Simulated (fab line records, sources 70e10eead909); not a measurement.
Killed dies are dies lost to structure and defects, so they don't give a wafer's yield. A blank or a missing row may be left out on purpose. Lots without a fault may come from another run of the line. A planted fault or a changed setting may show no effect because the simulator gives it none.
Chamber matching | flow nand_harc | NHARC_A_STAIRCASE_CMP_472 on cmp-04: 4 sister chambers
The step polishes SiO2. 4 wafers are shown with their chamber, then 7 later ones without.

WAFERS WITH THEIR CHAMBER
wafer  | chamber | motor_current_A (A)
L083.1 | 1       | 12.7
L085.3 | 2       | 13.2
L088.1 | 3       | 10.4
L088.2 | 0       | 11.9

WAFERS WITHOUT THEIR CHAMBER
wafer  | motor_current_A (A)
L088.6 | 13.3
L093.4 | 11.9
L093.5 | 10.3
L093.6 | 12.1
L096.3 | 12.0
L096.5 | 13.2
L096.6 | 12.6

WHICH CHAMBER EACH WENT THROUGH
wafer  | from the rows above | in truth
L088.6 | 2                   | 2
L093.4 | 0                   | 0
L093.5 | 3                   | 3
L093.6 | 0                   | 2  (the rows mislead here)
L096.3 | 0                   | 0
L096.5 | 2                   | 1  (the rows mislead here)
L096.6 | 1                   | 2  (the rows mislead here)
Placed correctly: 4 of 7. Can't be placed from these rows: 0. Placed wrongly: 3.
How it was worked out, from the rows above alone: a wafer's distance from a chamber is the root of the sum, over the readings, of the square of ((its reading less the chamber's mean) divided by the reading's scatter). The wafer belongs to the nearest chamber; if the next one is less than 2 further off, it can't be placed. A chamber's mean is the mean of its shown wafers. The scatter: with one shown wafer a chamber, the root of the mean of the squares of how far each hidden wafer lies from its nearest shown one.
